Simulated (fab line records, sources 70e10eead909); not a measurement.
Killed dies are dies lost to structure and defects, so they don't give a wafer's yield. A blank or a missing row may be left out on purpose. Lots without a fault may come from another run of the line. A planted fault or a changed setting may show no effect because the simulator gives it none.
Chamber matching | flow nand_harc | NHARC_A_CHANNEL_HOLE_D1_DEP_01 on pecvd-03: 3 sister chambers
The step deposits SiON, target thk 140 nm. 5 wafers are shown with their chamber, then 7 later ones without.

WAFERS WITH THEIR CHAMBER
wafer  | chamber | heater_power_w (W)
L081.6 | 0       | 749
L082.4 | 2       | 713
L082.6 | 1       | 789
L085.1 | 1       | 780
L085.2 | 2       | 654

WAFERS WITHOUT THEIR CHAMBER
wafer  | heater_power_w (W)
L085.6 | 715
L090.1 | 732
L090.4 | 581
L090.6 | 775
L097.3 | 699
L097.4 | 713
L097.6 | 668

WHICH CHAMBER EACH WENT THROUGH
wafer  | from the rows above          | in truth
L085.6 | can't be placed: 2 or 0 or 1 | 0
L090.1 | can't be placed: 0 or 2 or 1 | 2
L090.4 | 2                            | 2
L090.6 | can't be placed: 1 or 0      | 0
L097.3 | can't be placed: 2 or 0      | 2
L097.4 | can't be placed: 2 or 0 or 1 | 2
L097.6 | 2                            | 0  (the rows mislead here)
Placed correctly: 1 of 7. Can't be placed from these rows: 5 (the true chamber is among the candidates in 5). Placed wrongly: 1.
How it was worked out, from the rows above alone: a wafer's distance from a chamber is the root of the sum, over the readings, of the square of ((its reading less the chamber's mean) divided by the reading's scatter). The wafer belongs to the nearest chamber; if the next one is less than 2 further off, it can't be placed. A chamber's mean is the mean of its shown wafers. The scatter: the root of (the sum of the squares of (reading less its chamber's mean) over the shown wafers, divided by (wafers less chambers)).
